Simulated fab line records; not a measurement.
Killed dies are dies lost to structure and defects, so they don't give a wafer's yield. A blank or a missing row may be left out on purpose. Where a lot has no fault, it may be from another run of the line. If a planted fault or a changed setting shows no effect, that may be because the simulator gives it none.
Matching of chambers | flow nandHarc | NHARC_A_STAIRCASE_CMP_450 on cmp-01: 4 sister chambers
The step polishes SiO2, target thk 200 nm. 4 wafers are shown with their chamber, then 8 later ones without.

## WAFERS PAIRED WITH THEIR CHAMBERS
wafer  | chamber | motorCurrentA (A)
L083.1 | 1       | 11.3
L083.2 | 0       | 10.9
L091.6 | 2       | 12.5
L089.2 | 3       | 13.0

## WAFERS WITH NO CHAMBER GIVEN
wafer  | motorCurrentA (A)
L089.3 | 11.0
L089.5 | 12.4
L092.1 | 11.7
L092.5 | 12.6
L092.6 | 12.4
L094.2 | 11.0
L094.4 | 12.5
L094.5 | 13.1

## EACH ONE'S CHAMBER
wafer  | from the rows above     | in truth
L089.3 | can't be placed: 0 or 1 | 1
L089.5 | 2                       | 2
L092.1 | 1                       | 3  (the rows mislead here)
L092.5 | can't be placed: 2 or 3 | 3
L092.6 | 2                       | 2
L094.2 | can't be placed: 0 or 1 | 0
L094.4 | 2                       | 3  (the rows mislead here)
L094.5 | 3                       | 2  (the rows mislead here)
Correct placement for 2 of the 8. Unplaceable from these rows: 3, with the true chamber sitting among the candidates in 3. Placed wrongly: 3.
How it was worked out, from the rows above alone: a wafer's distance from a chamber is the root of the sum, over the readings, of the square of ((its reading less the chamber's mean) divided by the reading's scatter). If the next closest chamber is less than 2 further off than the closest, the wafer can't be placed; otherwise it belongs to the closest. The mean given for a chamber averages the wafers shown for that chamber. The scatter (one wafer shown for each chamber): square how far every hidden wafer sits from the nearest shown wafer, average those squares and take the square root.
